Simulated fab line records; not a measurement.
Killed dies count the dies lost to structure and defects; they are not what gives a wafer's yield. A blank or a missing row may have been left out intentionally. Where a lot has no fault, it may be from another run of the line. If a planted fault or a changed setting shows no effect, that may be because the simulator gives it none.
Matching of chambers + flow nandHarc + NHARC_P_GATE_DESCUM_93 on rieDiel-01 has 4 sister chambers
The step chemistry O2, time 3 s. 8 wafers are shown with their chamber, then 8 later ones without.

WAFERS, EACH WITH ITS CHAMBER
| wafer  | chamber | drypumpMotorCurrentA (A) | oesProductAu (a.u.) |
|--------|---------|--------------------------|---------------------|
| L080.1 | 1       | 5.3                      | 1.007               |
| L082.3 | 1       | 5.4                      | 1.027               |
| L082.5 | 3       | 5.7                      | 1.006               |
| L082.6 | 2       | 5.3                      | 1.015               |
| L083.2 | 0       | 6.0                      | 1.005               |
| L083.3 | 2       | 5.3                      | 1.007               |
| L083.4 | 3       | 5.7                      | 1.005               |
| L087.1 | 0       | 6.0                      | 0.997               |

WAFERS MISSING THEIR CHAMBER
| wafer  | drypumpMotorCurrentA (A) | oesProductAu (a.u.) |
|--------|--------------------------|---------------------|
| L087.4 | 5.3                      | 0.999               |
| L087.6 | 5.3                      | 1.006               |
| L092.3 | 5.3                      | 1.025               |
| L092.4 | 5.3                      | 1.007               |
| L092.6 | 5.3                      | 1.001               |
| L094.1 | 6.0                      | 1.013               |
| L094.2 | 5.3                      | 1.013               |
| L094.5 | 5.3                      | 1.007               |

WHICH CHAMBER EACH WENT THROUGH
| wafer  | from the rows above     | in truth |
|--------|-------------------------|----------|
| L087.4 | can't be placed: 2 or 1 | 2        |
| L087.6 | can't be placed: 2 or 1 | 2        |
| L092.3 | can't be placed: 2 or 1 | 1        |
| L092.4 | can't be placed: 2 or 1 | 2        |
| L092.6 | can't be placed: 2 or 1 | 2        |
| L094.1 | 0                       | 0        |
| L094.2 | can't be placed: 2 or 1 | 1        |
| L094.5 | can't be placed: 2 or 1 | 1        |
Correctly placed: 1 of 8. These rows do not allow placing 7 (true chamber among the candidates in 7). Wrongly placed: 0.
How it was worked out, from the rows above alone: a wafer's distance from a chamber is the root of the sum, over the readings, of the square of ((its reading less the chamber's mean) divided by the reading's scatter). If the next closest chamber is less than 2 further off than the closest, the wafer can't be placed; otherwise it belongs to the closest. Each chamber's mean is taken over the wafers shown for it. The scatter: the root of (the sum of the squares of (reading less its chamber's mean) over the shown wafers, divided by (wafers less chambers)).
